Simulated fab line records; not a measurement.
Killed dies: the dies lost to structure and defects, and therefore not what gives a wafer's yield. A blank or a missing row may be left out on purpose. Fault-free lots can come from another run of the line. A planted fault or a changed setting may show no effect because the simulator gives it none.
Which tool was responsible? + flow n5_finfet + 28 wafers from 10 lots sampled at 4 of the route's 1938 steps

## WHAT EACH GAUGE READ, for each wafer
N5_BEOL_M15_THK_MEAS_01.
| lot  | measured     | on            | M15_ILD_THK (nm) |
|------|--------------|---------------|------------------|
| L683 | day 12 15:44 | film_metro-02 | 1632 1624 1652   |
| L684 | day 13 09:09 | film_metro-02 | 1624 1623 1637   |
| L685 | day 13 14:18 | film_metro-01 | 1624 1663 1628   |
| L687 | day 14 01:05 | film_metro-02 | 1608 1599 1617   |
| L690 | day 14 03:44 | film_metro-02 | 1669 963         |
| L688 | day 14 17:52 | film_metro-02 | 957 984          |
| L699 | day 16 09:29 | film_metro-02 | 1622 1633 1628   |
| L697 | day 17 00:26 | film_metro-01 | 1630 1669 1650   |
| L703 | day 18 22:23 | film_metro-02 | 1629 1649 1623   |
| L704 | day 19 00:38 | film_metro-02 | 1633 1649 1639   |

## WHICH TOOL RAN EACH LOT (tool, then ch and the chambers of the sampled wafers, then the start)
| lot  | N5_BEOL_M14_ETCH_68                | N5_BEOL_M14_STRIP_37               | N5_BEOL_M15_ILD_DEP_00          |
|------|------------------------------------|------------------------------------|---------------------------------|
| L683 | rie_diel-04 ch 0,1, day 12 11:28   | rie_diel-05 ch 1,2,3, day 12 13:10 | pecvd-02 ch 1,2, day 12 15:29   |
| L684 | rie_diel-06 ch 1,2, day 13 03:19   | rie_diel-05 ch 0,1, day 13 06:44   | pecvd-02 ch 0,1,2, day 13 08:54 |
| L685 | rie_diel-06 ch 0,1, day 13 10:17   | rie_diel-05 ch 0,1, day 13 12:17   | pecvd-01 ch 0,1,2, day 13 14:03 |
| L687 | rie_diel-06 ch 0,1,2, day 13 20:34 | rie_diel-05 ch 1,2,3, day 13 22:58 | pecvd-03 ch 0,2, day 14 00:50   |
| L690 | rie_diel-05 ch 1,2, day 14 00:06   | rie_diel-05 ch 1,2, day 14 01:42   | pecvd-02 ch 1,2, day 14 03:35   |
| L688 | rie_diel-05 ch 1,3, day 14 14:23   | rie_diel-05 ch 1,3, day 14 15:10   | pecvd-02 ch 1,2, day 14 17:37   |
| L699 | rie_diel-06 ch 2,3, day 16 06:22   | rie_diel-04 ch 0,1,2, day 16 06:59 | pecvd-01 ch 0,1,2, day 16 09:14 |
| L697 | rie_diel-05 ch 0,1,2, day 16 21:34 | rie_diel-05 ch 0,2,3, day 16 22:05 | pecvd-03 ch 0,1, day 17 00:11   |
| L703 | rie_diel-06 ch 0,1,2, day 18 18:55 | rie_diel-05 ch 0,2,3, day 18 19:45 | pecvd-02 ch 0,1, day 18 22:02   |
| L704 | rie_diel-06 ch 0,1,3, day 18 20:27 | rie_diel-04 ch 0,3, day 18 22:14   | pecvd-02 ch 0,1, day 19 00:23   |
- N5_BEOL_M14_ETCH_68: etches SOC in N2/H2, time 450 s.
- N5_BEOL_M14_STRIP_37: strips in O2.
- N5_BEOL_M15_ILD_DEP_00: deposits SiO2 from TEOS/O2, target thk 1629.3 nm, time 346.1 s.

## THE ANSWER, worked out from the rows above alone
Rule: the lots themselves supply what counts as usual. The widest of any qualifying gaps counts: lots, ordered by their means at a reading, are off when they make up no more than a third of the lots, leave a main group of 4 or more, and stand apart from it by 3 or more times the standard deviation of that group's means. A main group whose means are all the same, to the digits that the tables above print for the reading, isn't used. Also off: a lot with no number at a reading for which 4 or more lots have one. Any other lot the step has rows for is counted as sound.
Off: at N5_BEOL_M15_THK_MEAS_01 (M15_ILD_THK), L690, L688. For the main group the mean is 1633 nm and the standard deviation 11.
If a tool, at a process step before that reading, ran all the lots that are off and no sound lot after the first of them, it fits. Those tools and the gauges at N5_BEOL_M15_THK_MEAS_01 are tried in the same way. None of those tried fits.

## WHAT HAD BEEN PUT IN BY THE SIMULATOR
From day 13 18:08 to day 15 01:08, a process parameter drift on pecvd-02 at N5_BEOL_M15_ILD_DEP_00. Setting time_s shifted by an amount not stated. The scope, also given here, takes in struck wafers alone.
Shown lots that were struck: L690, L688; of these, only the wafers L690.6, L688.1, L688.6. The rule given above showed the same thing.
